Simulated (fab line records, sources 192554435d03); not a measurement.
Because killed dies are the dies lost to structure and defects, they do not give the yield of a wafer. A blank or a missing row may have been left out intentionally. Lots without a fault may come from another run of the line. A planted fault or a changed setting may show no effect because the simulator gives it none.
fab line records || flow n5_finfet
record {"lots": 7, "wafers": 39}
route steps=1938 shown WELL_APT@33 DUMMY_GATE@248 HKMG_FIN@413 GATE_CUT@493 MOL_CONTACT_COAG@581 BEOL_M4@1111
start_h: start of the lot's first displayed wafer, in hours after the record's first day || wait_h: hours from the lot's prior step to this one || " as in the row above || L1.1+2: one row covering several wafers at once || - either no value or no given start || * or withheld: withheld || < > ~ a bound
route shown NAME@n: NAME is a module with steps in the file, n the number in the route of the first one || usual: mean and standard deviation over wafers with no fault || same: alike in all rows || chamber/n: place in a boat || sites: readings site by site || _std_site: the values' standard deviation || _edge_site: inner sites' mean taken away from outer sites' mean || radius_mm: how far each site lies from the wafer's centre || mask NAME#n: copy n || behind: tool/chamber where the wafer was last shaped || hold: why the lot was held/for how many hours/how that ended || device: the transistor (n, p or np) that didn't switch || end of line: tests run on the same wafers once the route is complete || step lacking rows: just its recipe || killed: dies lost to structure and defects at the first sort, not the wafer's yield || map: a wafer's dies, marking killed ones x, the rest . and places with no die _
set.NAME: setting as actually run; set.NAME@STEP: the setting as run at that earlier step || model.NAME: the simulator's own value behind a step, which no gauge read
lots run with intentionally changed settings; tables by step, rows by wafer
## steps
# step N5_WELL_APT_IMPLANT_15
# recipe {"species": "As", "energy_kev": 25, "dose_cm2": 1.5e+13, "tilt_deg": 0, "rotation_deg": 0}
# step N5_DUMMY_GATE_ETCH_44
# recipe {"chemistry": "HBr/O2", "over_etch_frac": 0.7, "target_depth_a": 1275, "stop_on": "SiO2", "ion_energy_ev": 60, "bias_w": 20, "target": "poly-Si", "mask_material": "SiO2", "pressure_mtorr": 20, "icp_w": 400, "HBr_flow_sccm": 120, "O2_flow_sccm": 10}
# step N5_HKMG_FIN_CVD_62
# recipe {"material": "a-Si", "target_thk_a": 30, "temp_c": 500, "precursor": "Si2H6", "pressure_torr": 1, "time_s": 20.8}
# step N5_HKMG_FIN_NWFM_ALD_20
# recipe {"material": "TiAlC", "target_thk_a": 20, "temp_c": 300, "ald_precursor_family": "TiCl4", "ald_co_reactant": "TEA", "pulse_time_s": 3, "purge_time_s": 2, "co_reactant_purge_time_s": 2, "co_reactant_pulse_time_s": 10, "ald_cycles": 7, "pressure_torr": 3}
# step N5_HKMG_FIN_ALD_71
# recipe {"material": "TiN", "target_thk_a": 10, "temp_c": 400, "ald_precursor_family": "TiCl4", "ald_co_reactant": "NH3", "pulse_time_s": 1, "purge_time_s": 3, "co_reactant_purge_time_s": 2, "co_reactant_pulse_time_s": 2, "ald_cycles": 47, "pressure_torr": 3}
# step N5_GATE_CUT_ETCH_37
# recipe {"chemistry": "N2/H2", "target": "SOC", "target_depth_a": 600, "overetch_a": 120, "mask_material": "SiARC", "temp_c": 40, "time_s": 90, "ion_energy_ev": 200, "pressure_mtorr": 30, "source_w": 840, "bias_w": 150, "n2_flow_sccm": 200, "h2_flow_sccm": 200}
# step N5_MOL_CONTACT_COAG_ETCH_91
# recipe {"chemistry": "N2/H2", "target": "SOC", "target_depth_a": 600, "overetch_a": 210, "mask_material": "SiARC", "temp_c": 40, "time_s": 101.2, "ion_energy_ev": 200, "pressure_mtorr": 30, "source_w": 840, "bias_w": 150, "n2_flow_sccm": 200, "h2_flow_sccm": 200}
# step N5_BEOL_M4_RC_MEAS_101
# usual {"CJ_P": "5.79/0.13"}
{"lot.wafer": "L075.1", "tool": "prober-02", "chamber": 0, "start_h": 227.63, "wait_h": 0.0, "set.dose_cm2@WELL_APT_IMPLANT_15": 1.5e+13, "set.target_depth_a@DUMMY_GATE_ETCH_44": 1275, "set.time_s@HKMG_FIN_CVD_62": 20.8, "set.co_reactant_pulse_time_s@HKMG_FIN_NWFM_ALD_20": 10, "set.ald_cycles@HKMG_FIN_ALD_71": 47, "set.bias_w@GATE_CUT_ETCH_37": 150, "set.source_w@MOL_CONTACT_COAG_ETCH_91": 840, "CJ_P": 5.85}
{"lot.wafer": "L075.2", "tool": "prober-02", "chamber": 0, "start_h": 227.63, "wait_h": 0.0, "set.dose_cm2@WELL_APT_IMPLANT_15": 1.5e+13, "set.target_depth_a@DUMMY_GATE_ETCH_44": 1191, "set.time_s@HKMG_FIN_CVD_62": 20.63, "set.co_reactant_pulse_time_s@HKMG_FIN_NWFM_ALD_20": 10, "set.ald_cycles@HKMG_FIN_ALD_71": 44, "set.bias_w@GATE_CUT_ETCH_37": 150, "set.source_w@MOL_CONTACT_COAG_ETCH_91": 901.6, "CJ_P": 5.66}
{"lot.wafer": "L075.3", "tool": "prober-02", "chamber": 0, "start_h": 227.63, "wait_h": 0.0, "set.dose_cm2@WELL_APT_IMPLANT_15": 1.5e+13, "set.target_depth_a@DUMMY_GATE_ETCH_44": 1275, "set.time_s@HKMG_FIN_CVD_62": 20.63, "set.co_reactant_pulse_time_s@HKMG_FIN_NWFM_ALD_20": 10, "set.ald_cycles@HKMG_FIN_ALD_71": 44, "set.bias_w@GATE_CUT_ETCH_37": 150, "set.source_w@MOL_CONTACT_COAG_ETCH_91": 840, "CJ_P": 5.86}
{"lot.wafer": "L075.4", "tool": "prober-02", "chamber": 0, "start_h": 227.63, "wait_h": 0.0, "set.dose_cm2@WELL_APT_IMPLANT_15": 1.5e+13, "set.target_depth_a@DUMMY_GATE_ETCH_44": 1191, "set.time_s@HKMG_FIN_CVD_62": 20.63, "set.co_reactant_pulse_time_s@HKMG_FIN_NWFM_ALD_20": 10, "set.ald_cycles@HKMG_FIN_ALD_71": 47, "set.bias_w@GATE_CUT_ETCH_37": 132.3, "set.source_w@MOL_CONTACT_COAG_ETCH_91": 840, "CJ_P": 5.67}
{"lot.wafer": "L075.5", "tool": "prober-02", "chamber": 0, "start_h": 227.63, "wait_h": 0.0, "set.dose_cm2@WELL_APT_IMPLANT_15": 1.5e+13, "set.target_depth_a@DUMMY_GATE_ETCH_44": 1275, "set.time_s@HKMG_FIN_CVD_62": 20.8, "set.co_reactant_pulse_time_s@HKMG_FIN_NWFM_ALD_20": 10, "set.ald_cycles@HKMG_FIN_ALD_71": 44, "set.bias_w@GATE_CUT_ETCH_37": 132.3, "set.source_w@MOL_CONTACT_COAG_ETCH_91": 901.6, "CJ_P": 5.84}
{"lot.wafer": "L075.6", "tool": "prober-02", "chamber": 0, "start_h": 227.63, "wait_h": 0.0, "set.dose_cm2@WELL_APT_IMPLANT_15": 1.5e+13, "set.target_depth_a@DUMMY_GATE_ETCH_44": 1191, "set.time_s@HKMG_FIN_CVD_62": 20.8, "set.co_reactant_pulse_time_s@HKMG_FIN_NWFM_ALD_20": 10, "set.ald_cycles@HKMG_FIN_ALD_71": 47, "set.bias_w@GATE_CUT_ETCH_37": 132.3, "set.source_w@MOL_CONTACT_COAG_ETCH_91": 901.6, "CJ_P": 5.79}
{"lot.wafer": "L078.1", "tool": "prober-02", "chamber": 0, "start_h": 241.66, "wait_h": 0.0, "set.dose_cm2@WELL_APT_IMPLANT_15": 1.715e+13, "set.target_depth_a@DUMMY_GATE_ETCH_44": 1275, "set.time_s@HKMG_FIN_CVD_62": 20.8, "set.co_reactant_pulse_time_s@HKMG_FIN_NWFM_ALD_20": 11.9, "set.ald_cycles@HKMG_FIN_ALD_71": 47, "set.bias_w@GATE_CUT_ETCH_37": 150, "set.source_w@MOL_CONTACT_COAG_ETCH_91": 948, "CJ_P": 6.36}
{"lot.wafer": "L078.2", "tool": "prober-02", "chamber": 0, "start_h": 241.66, "wait_h": 0.0, "set.dose_cm2@WELL_APT_IMPLANT_15": 1.5e+13, "set.target_depth_a@DUMMY_GATE_ETCH_44": 1403, "set.time_s@HKMG_FIN_CVD_62": 20.8, "set.co_reactant_pulse_time_s@HKMG_FIN_NWFM_ALD_20": 11.9, "set.ald_cycles@HKMG_FIN_ALD_71": 47, "set.bias_w@GATE_CUT_ETCH_37": 162.8, "set.source_w@MOL_CONTACT_COAG_ETCH_91": 840, "CJ_P": 5.93}
{"lot.wafer": "L078.3", "tool": "prober-02", "chamber": 0, "start_h": 241.66, "wait_h": 0.0, "set.dose_cm2@WELL_APT_IMPLANT_15": 1.715e+13, "set.target_depth_a@DUMMY_GATE_ETCH_44": 1275, "set.time_s@HKMG_FIN_CVD_62": 20.8, "set.co_reactant_pulse_time_s@HKMG_FIN_NWFM_ALD_20": 10, "set.ald_cycles@HKMG_FIN_ALD_71": 47, "set.bias_w@GATE_CUT_ETCH_37": 162.8, "set.source_w@MOL_CONTACT_COAG_ETCH_91": 948, "CJ_P": 5.86}
{"lot.wafer": "L078.4", "tool": "prober-02", "chamber": 0, "start_h": 241.66, "wait_h": 0.0, "set.dose_cm2@WELL_APT_IMPLANT_15": 1.5e+13, "set.target_depth_a@DUMMY_GATE_ETCH_44": 1275, "set.time_s@HKMG_FIN_CVD_62": 20.8, "set.co_reactant_pulse_time_s@HKMG_FIN_NWFM_ALD_20": 10, "set.ald_cycles@HKMG_FIN_ALD_71": 47, "set.bias_w@GATE_CUT_ETCH_37": 150, "set.source_w@MOL_CONTACT_COAG_ETCH_91": 840, "CJ_P": 5.79}
{"lot.wafer": "L078.5", "tool": "prober-02", "chamber": 0, "start_h": 241.66, "wait_h": 0.0, "set.dose_cm2@WELL_APT_IMPLANT_15": 1.715e+13, "set.target_depth_a@DUMMY_GATE_ETCH_44": 1403, "set.time_s@HKMG_FIN_CVD_62": 20.8, "set.co_reactant_pulse_time_s@HKMG_FIN_NWFM_ALD_20": 11.9, "set.ald_cycles@HKMG_FIN_ALD_71": 47, "set.bias_w@GATE_CUT_ETCH_37": 162.8, "set.source_w@MOL_CONTACT_COAG_ETCH_91": 948, "CJ_P": 6.26}
{"lot.wafer": "L078.6", "tool": "prober-02", "chamber": 0, "start_h": 241.66, "wait_h": 0.0, "set.dose_cm2@WELL_APT_IMPLANT_15": 1.5e+13, "set.target_depth_a@DUMMY_GATE_ETCH_44": 1403, "set.time_s@HKMG_FIN_CVD_62": 20.8, "set.co_reactant_pulse_time_s@HKMG_FIN_NWFM_ALD_20": 10, "set.ald_cycles@HKMG_FIN_ALD_71": 47, "set.bias_w@GATE_CUT_ETCH_37": 150, "set.source_w@MOL_CONTACT_COAG_ETCH_91": 840, "CJ_P": 5.61}
{"lot.wafer": "L076.1", "tool": "prober-02", "chamber": 0, "start_h": 242.59, "wait_h": 0.4, "set.dose_cm2@WELL_APT_IMPLANT_15": 1.663e+13, "set.target_depth_a@DUMMY_GATE_ETCH_44": 1275, "set.time_s@HKMG_FIN_CVD_62": 20.58, "set.co_reactant_pulse_time_s@HKMG_FIN_NWFM_ALD_20": 11.8, "set.ald_cycles@HKMG_FIN_ALD_71": 47, "set.bias_w@GATE_CUT_ETCH_37": 150, "set.source_w@MOL_CONTACT_COAG_ETCH_91": 840, "CJ_P": 6.08}
{"lot.wafer": "L076.2", "tool": "prober-02", "chamber": 0, "start_h": 242.59, "wait_h": 0.4, "set.dose_cm2@WELL_APT_IMPLANT_15": 1.663e+13, "set.target_depth_a@DUMMY_GATE_ETCH_44": 1190, "set.time_s@HKMG_FIN_CVD_62": 20.58, "set.co_reactant_pulse_time_s@HKMG_FIN_NWFM_ALD_20": 10, "set.ald_cycles@HKMG_FIN_ALD_71": 47, "set.bias_w@GATE_CUT_ETCH_37": 141.9, "set.source_w@MOL_CONTACT_COAG_ETCH_91": 840, "CJ_P": 6.15}
{"lot.wafer": "L076.3", "tool": "prober-02", "chamber": 0, "start_h": 242.59, "wait_h": 0.4, "set.dose_cm2@WELL_APT_IMPLANT_15": 1.663e+13, "set.target_depth_a@DUMMY_GATE_ETCH_44": 1190, "set.time_s@HKMG_FIN_CVD_62": 20.8, "set.co_reactant_pulse_time_s@HKMG_FIN_NWFM_ALD_20": 11.8, "set.ald_cycles@HKMG_FIN_ALD_71": 51, "set.bias_w@GATE_CUT_ETCH_37": 141.9, "set.source_w@MOL_CONTACT_COAG_ETCH_91": 840, "CJ_P": 5.84}
{"lot.wafer": "L076.4", "tool": "prober-02", "chamber": 0, "start_h": 242.59, "wait_h": 0.4, "set.dose_cm2@WELL_APT_IMPLANT_15": 1.5e+13, "set.target_depth_a@DUMMY_GATE_ETCH_44": 1275, "set.time_s@HKMG_FIN_CVD_62": 20.8, "set.co_reactant_pulse_time_s@HKMG_FIN_NWFM_ALD_20": 11.8, "set.ald_cycles@HKMG_FIN_ALD_71": 47, "set.bias_w@GATE_CUT_ETCH_37": 141.9, "set.source_w@MOL_CONTACT_COAG_ETCH_91": 840, "CJ_P": 5.56}
{"lot.wafer": "L076.5", "tool": "prober-02", "chamber": 0, "start_h": 242.59, "wait_h": 0.4, "set.dose_cm2@WELL_APT_IMPLANT_15": 1.5e+13, "set.target_depth_a@DUMMY_GATE_ETCH_44": 1275, "set.time_s@HKMG_FIN_CVD_62": 20.8, "set.co_reactant_pulse_time_s@HKMG_FIN_NWFM_ALD_20": 10, "set.ald_cycles@HKMG_FIN_ALD_71": 51, "set.bias_w@GATE_CUT_ETCH_37": 150, "set.source_w@MOL_CONTACT_COAG_ETCH_91": 840, "CJ_P": 5.80}
{"lot.wafer": "L076.6", "tool": "prober-02", "chamber": 0, "start_h": 242.59, "wait_h": 0.4, "set.dose_cm2@WELL_APT_IMPLANT_15": 1.5e+13, "set.target_depth_a@DUMMY_GATE_ETCH_44": 1190, "set.time_s@HKMG_FIN_CVD_62": 20.58, "set.co_reactant_pulse_time_s@HKMG_FIN_NWFM_ALD_20": 10, "set.ald_cycles@HKMG_FIN_ALD_71": 51, "set.bias_w@GATE_CUT_ETCH_37": 150, "set.source_w@MOL_CONTACT_COAG_ETCH_91": 840, "CJ_P": 5.62}
{"lot.wafer": "L079.1", "tool": "prober-02", "chamber": 0, "start_h": 251.10, "wait_h": 0.0, "set.dose_cm2@WELL_APT_IMPLANT_15": 1.413e+13, "set.target_depth_a@DUMMY_GATE_ETCH_44": 1369, "set.time_s@HKMG_FIN_CVD_62": 20.57, "set.co_reactant_pulse_time_s@HKMG_FIN_NWFM_ALD_20": 10, "set.ald_cycles@HKMG_FIN_ALD_71": 40, "set.bias_w@GATE_CUT_ETCH_37": 159.3, "set.source_w@MOL_CONTACT_COAG_ETCH_91": 840, "CJ_P": 5.63}
{"lot.wafer": "L079.2", "tool": "prober-02", "chamber": 0, "start_h": 251.10, "wait_h": 0.0, "set.dose_cm2@WELL_APT_IMPLANT_15": 1.5e+13, "set.target_depth_a@DUMMY_GATE_ETCH_44": 1369, "set.time_s@HKMG_FIN_CVD_62": 20.8, "set.co_reactant_pulse_time_s@HKMG_FIN_NWFM_ALD_20": 10, "set.ald_cycles@HKMG_FIN_ALD_71": 40, "set.bias_w@GATE_CUT_ETCH_37": 159.3, "set.source_w@MOL_CONTACT_COAG_ETCH_91": 919.5, "CJ_P": 5.71}
{"lot.wafer": "L079.3", "tool": "prober-02", "chamber": 0, "start_h": 251.10, "wait_h": 0.0, "set.dose_cm2@WELL_APT_IMPLANT_15": 1.413e+13, "set.target_depth_a@DUMMY_GATE_ETCH_44": 1275, "set.time_s@HKMG_FIN_CVD_62": 20.57, "set.co_reactant_pulse_time_s@HKMG_FIN_NWFM_ALD_20": 10, "set.ald_cycles@HKMG_FIN_ALD_71": 40, "set.bias_w@GATE_CUT_ETCH_37": 150, "set.source_w@MOL_CONTACT_COAG_ETCH_91": 919.5, "CJ_P": 5.57}
{"lot.wafer": "L079.4", "tool": "prober-02", "chamber": 0, "start_h": 251.10, "wait_h": 0.0, "set.dose_cm2@WELL_APT_IMPLANT_15": 1.5e+13, "set.target_depth_a@DUMMY_GATE_ETCH_44": 1369, "set.time_s@HKMG_FIN_CVD_62": 20.57, "set.co_reactant_pulse_time_s@HKMG_FIN_NWFM_ALD_20": 10, "set.ald_cycles@HKMG_FIN_ALD_71": 47, "set.bias_w@GATE_CUT_ETCH_37": 150, "set.source_w@MOL_CONTACT_COAG_ETCH_91": 840, "CJ_P": 5.70}
{"lot.wafer": "L079.5", "tool": "prober-02", "chamber": 0, "start_h": 251.10, "wait_h": 0.0, "set.dose_cm2@WELL_APT_IMPLANT_15": 1.5e+13, "set.target_depth_a@DUMMY_GATE_ETCH_44": 1275, "set.time_s@HKMG_FIN_CVD_62": 20.8, "set.co_reactant_pulse_time_s@HKMG_FIN_NWFM_ALD_20": 10, "set.ald_cycles@HKMG_FIN_ALD_71": 47, "set.bias_w@GATE_CUT_ETCH_37": 150, "set.source_w@MOL_CONTACT_COAG_ETCH_91": 840, "CJ_P": 5.78}
{"lot.wafer": "L079.6", "tool": "prober-02", "chamber": 0, "start_h": 251.10, "wait_h": 0.0, "set.dose_cm2@WELL_APT_IMPLANT_15": 1.413e+13, "set.target_depth_a@DUMMY_GATE_ETCH_44": 1275, "set.time_s@HKMG_FIN_CVD_62": 20.8, "set.co_reactant_pulse_time_s@HKMG_FIN_NWFM_ALD_20": 10, "set.ald_cycles@HKMG_FIN_ALD_71": 47, "set.bias_w@GATE_CUT_ETCH_37": 159.3, "set.source_w@MOL_CONTACT_COAG_ETCH_91": 919.5, "CJ_P": 5.44}
{"lot.wafer": "L080.1", "tool": "prober-01", "chamber": 0, "start_h": 257.00, "wait_h": 0.0, "set.dose_cm2@WELL_APT_IMPLANT_15": 1.354e+13, "set.target_depth_a@DUMMY_GATE_ETCH_44": 1275, "set.time_s@HKMG_FIN_CVD_62": 21.05, "set.co_reactant_pulse_time_s@HKMG_FIN_NWFM_ALD_20": 11.76, "set.ald_cycles@HKMG_FIN_ALD_71": 47, "set.bias_w@GATE_CUT_ETCH_37": 150, "set.source_w@MOL_CONTACT_COAG_ETCH_91": 917.5, "CJ_P": 5.44}
{"lot.wafer": "L080.2", "tool": "prober-01", "chamber": 0, "start_h": 257.00, "wait_h": 0.0, "set.dose_cm2@WELL_APT_IMPLANT_15": 1.5e+13, "set.target_depth_a@DUMMY_GATE_ETCH_44": 1275, "set.time_s@HKMG_FIN_CVD_62": 20.8, "set.co_reactant_pulse_time_s@HKMG_FIN_NWFM_ALD_20": 10, "set.ald_cycles@HKMG_FIN_ALD_71": 47, "set.bias_w@GATE_CUT_ETCH_37": 150, "set.source_w@MOL_CONTACT_COAG_ETCH_91": 840, "CJ_P": 5.65}
{"lot.wafer": "L080.3", "tool": "prober-01", "chamber": 0, "start_h": 257.00, "wait_h": 0.0, "set.dose_cm2@WELL_APT_IMPLANT_15": 1.5e+13, "set.target_depth_a@DUMMY_GATE_ETCH_44": 1275, "set.time_s@HKMG_FIN_CVD_62": 21.05, "set.co_reactant_pulse_time_s@HKMG_FIN_NWFM_ALD_20": 10, "set.ald_cycles@HKMG_FIN_ALD_71": 44, "set.bias_w@GATE_CUT_ETCH_37": 150, "set.source_w@MOL_CONTACT_COAG_ETCH_91": 840, "CJ_P": 5.96}
{"lot.wafer": "L080.4", "tool": "prober-01", "chamber": 0, "start_h": 257.00, "wait_h": 0.0, "set.dose_cm2@WELL_APT_IMPLANT_15": 1.354e+13, "set.target_depth_a@DUMMY_GATE_ETCH_44": 1275, "set.time_s@HKMG_FIN_CVD_62": 20.8, "set.co_reactant_pulse_time_s@HKMG_FIN_NWFM_ALD_20": 11.76, "set.ald_cycles@HKMG_FIN_ALD_71": 47, "set.bias_w@GATE_CUT_ETCH_37": 166.4, "set.source_w@MOL_CONTACT_COAG_ETCH_91": 840, "CJ_P": 5.56}
{"lot.wafer": "L080.5", "tool": "prober-01", "chamber": 0, "start_h": 257.00, "wait_h": 0.0, "set.dose_cm2@WELL_APT_IMPLANT_15": 1.5e+13, "set.target_depth_a@DUMMY_GATE_ETCH_44": 1275, "set.time_s@HKMG_FIN_CVD_62": 20.8, "set.co_reactant_pulse_time_s@HKMG_FIN_NWFM_ALD_20": 11.76, "set.ald_cycles@HKMG_FIN_ALD_71": 44, "set.bias_w@GATE_CUT_ETCH_37": 166.4, "set.source_w@MOL_CONTACT_COAG_ETCH_91": 917.5, "CJ_P": 5.83}
{"lot.wafer": "L080.6", "tool": "prober-01", "chamber": 0, "start_h": 257.00, "wait_h": 0.0, "set.dose_cm2@WELL_APT_IMPLANT_15": 1.354e+13, "set.target_depth_a@DUMMY_GATE_ETCH_44": 1275, "set.time_s@HKMG_FIN_CVD_62": 21.05, "set.co_reactant_pulse_time_s@HKMG_FIN_NWFM_ALD_20": 10, "set.ald_cycles@HKMG_FIN_ALD_71": 44, "set.bias_w@GATE_CUT_ETCH_37": 166.4, "set.source_w@MOL_CONTACT_COAG_ETCH_91": 917.5, "CJ_P": 5.47}
{"lot.wafer": "L083.1", "tool": "prober-02", "chamber": 0, "start_h": 265.30, "wait_h": 0.0, "set.dose_cm2@WELL_APT_IMPLANT_15": 1.5e+13, "set.target_depth_a@DUMMY_GATE_ETCH_44": 1165, "set.time_s@HKMG_FIN_CVD_62": 20.8, "set.co_reactant_pulse_time_s@HKMG_FIN_NWFM_ALD_20": 10, "set.ald_cycles@HKMG_FIN_ALD_71": 45, "set.bias_w@GATE_CUT_ETCH_37": 150, "set.source_w@MOL_CONTACT_COAG_ETCH_91": 840, "CJ_P": 5.89}
{"lot.wafer": "L083.2", "tool": "prober-02", "chamber": 0, "start_h": 265.30, "wait_h": 0.0, "set.dose_cm2@WELL_APT_IMPLANT_15": 1.5e+13, "set.target_depth_a@DUMMY_GATE_ETCH_44": 1275, "set.time_s@HKMG_FIN_CVD_62": 20.8, "set.co_reactant_pulse_time_s@HKMG_FIN_NWFM_ALD_20": 11.41, "set.ald_cycles@HKMG_FIN_ALD_71": 47, "set.bias_w@GATE_CUT_ETCH_37": 166.4, "set.source_w@MOL_CONTACT_COAG_ETCH_91": 840, "CJ_P": 5.89}
{"lot.wafer": "L083.3", "tool": "prober-02", "chamber": 0, "start_h": 265.30, "wait_h": 0.0, "set.dose_cm2@WELL_APT_IMPLANT_15": 1.766e+13, "set.target_depth_a@DUMMY_GATE_ETCH_44": 1275, "set.time_s@HKMG_FIN_CVD_62": 20.8, "set.co_reactant_pulse_time_s@HKMG_FIN_NWFM_ALD_20": 10, "set.ald_cycles@HKMG_FIN_ALD_71": 45, "set.bias_w@GATE_CUT_ETCH_37": 166.4, "set.source_w@MOL_CONTACT_COAG_ETCH_91": 840, "CJ_P": 6.33}
{"lot.wafer": "L083.4", "tool": "prober-02", "chamber": 0, "start_h": 265.30, "wait_h": 0.0, "set.dose_cm2@WELL_APT_IMPLANT_15": 1.5e+13, "set.target_depth_a@DUMMY_GATE_ETCH_44": 1165, "set.time_s@HKMG_FIN_CVD_62": 20.64, "set.co_reactant_pulse_time_s@HKMG_FIN_NWFM_ALD_20": 10, "set.ald_cycles@HKMG_FIN_ALD_71": 47, "set.bias_w@GATE_CUT_ETCH_37": 150, "set.source_w@MOL_CONTACT_COAG_ETCH_91": 840, "CJ_P": 5.71}
{"lot.wafer": "L083.5", "tool": "prober-02", "chamber": 0, "start_h": 265.30, "wait_h": 0.0, "set.dose_cm2@WELL_APT_IMPLANT_15": 1.766e+13, "set.target_depth_a@DUMMY_GATE_ETCH_44": 1165, "set.time_s@HKMG_FIN_CVD_62": 20.64, "set.co_reactant_pulse_time_s@HKMG_FIN_NWFM_ALD_20": 11.41, "set.ald_cycles@HKMG_FIN_ALD_71": 47, "set.bias_w@GATE_CUT_ETCH_37": 150, "set.source_w@MOL_CONTACT_COAG_ETCH_91": 840, "CJ_P": 6.32}
{"lot.wafer": "L083.6", "tool": "prober-02", "chamber": 0, "start_h": 265.30, "wait_h": 0.0, "set.dose_cm2@WELL_APT_IMPLANT_15": 1.766e+13, "set.target_depth_a@DUMMY_GATE_ETCH_44": 1275, "set.time_s@HKMG_FIN_CVD_62": 20.64, "set.co_reactant_pulse_time_s@HKMG_FIN_NWFM_ALD_20": 11.41, "set.ald_cycles@HKMG_FIN_ALD_71": 45, "set.bias_w@GATE_CUT_ETCH_37": 166.4, "set.source_w@MOL_CONTACT_COAG_ETCH_91": 840, "CJ_P": 6.38}
{"lot.wafer": "L089.4", "tool": "prober-02", "chamber": 0, "start_h": 312.77, "wait_h": 0.5, "set.dose_cm2@WELL_APT_IMPLANT_15": 1.5e+13, "set.target_depth_a@DUMMY_GATE_ETCH_44": 1275, "set.time_s@HKMG_FIN_CVD_62": 20.8, "set.co_reactant_pulse_time_s@HKMG_FIN_NWFM_ALD_20": 10, "set.ald_cycles@HKMG_FIN_ALD_71": 47, "set.bias_w@GATE_CUT_ETCH_37": 150, "set.source_w@MOL_CONTACT_COAG_ETCH_91": 840, "CJ_P": 5.74}
{"lot.wafer": "L089.5", "tool": "prober-02", "chamber": 0, "start_h": 312.77, "wait_h": 0.5, "set.dose_cm2@WELL_APT_IMPLANT_15": 1.5e+13, "set.target_depth_a@DUMMY_GATE_ETCH_44": 1275, "set.time_s@HKMG_FIN_CVD_62": 20.8, "set.co_reactant_pulse_time_s@HKMG_FIN_NWFM_ALD_20": 10, "set.ald_cycles@HKMG_FIN_ALD_71": 47, "set.bias_w@GATE_CUT_ETCH_37": 150, "set.source_w@MOL_CONTACT_COAG_ETCH_91": 840, "CJ_P": 5.76}
{"lot.wafer": "L089.6", "tool": "prober-02", "chamber": 0, "start_h": 312.77, "wait_h": 0.5, "set.dose_cm2@WELL_APT_IMPLANT_15": 1.5e+13, "set.target_depth_a@DUMMY_GATE_ETCH_44": 1275, "set.time_s@HKMG_FIN_CVD_62": 20.8, "set.co_reactant_pulse_time_s@HKMG_FIN_NWFM_ALD_20": 10, "set.ald_cycles@HKMG_FIN_ALD_71": 47, "set.bias_w@GATE_CUT_ETCH_37": 150, "set.source_w@MOL_CONTACT_COAG_ETCH_91": 840, "CJ_P": 5.73}
## key
split {"step": "N5_WELL_APT_IMPLANT_15", "setting": "dose_cm2", "stated_as": 1.5e+13}
response {"step": "N5_BEOL_M4_RC_MEAS_101", "reading": "CJ_P", "slope": "+0.0303", "per": "1%", "together_with": "all", "explained": 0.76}
split {"step": "N5_DUMMY_GATE_ETCH_44", "setting": "target_depth_a", "stated_as": 1275}
response none clear
split {"step": "N5_HKMG_FIN_CVD_62", "setting": "time_s", "stated_as": 20.8}
response none clear
split {"step": "N5_HKMG_FIN_NWFM_ALD_20", "setting": "co_reactant_pulse_time_s", "stated_as": 10}
response none clear
split {"step": "N5_HKMG_FIN_ALD_71", "setting": "ald_cycles", "stated_as": 47}
response none clear
split {"step": "N5_GATE_CUT_ETCH_37", "setting": "bias_w", "stated_as": 150}
response none clear
split {"step": "N5_MOL_CONTACT_COAG_ETCH_91", "setting": "source_w", "stated_as": 840}
response none clear
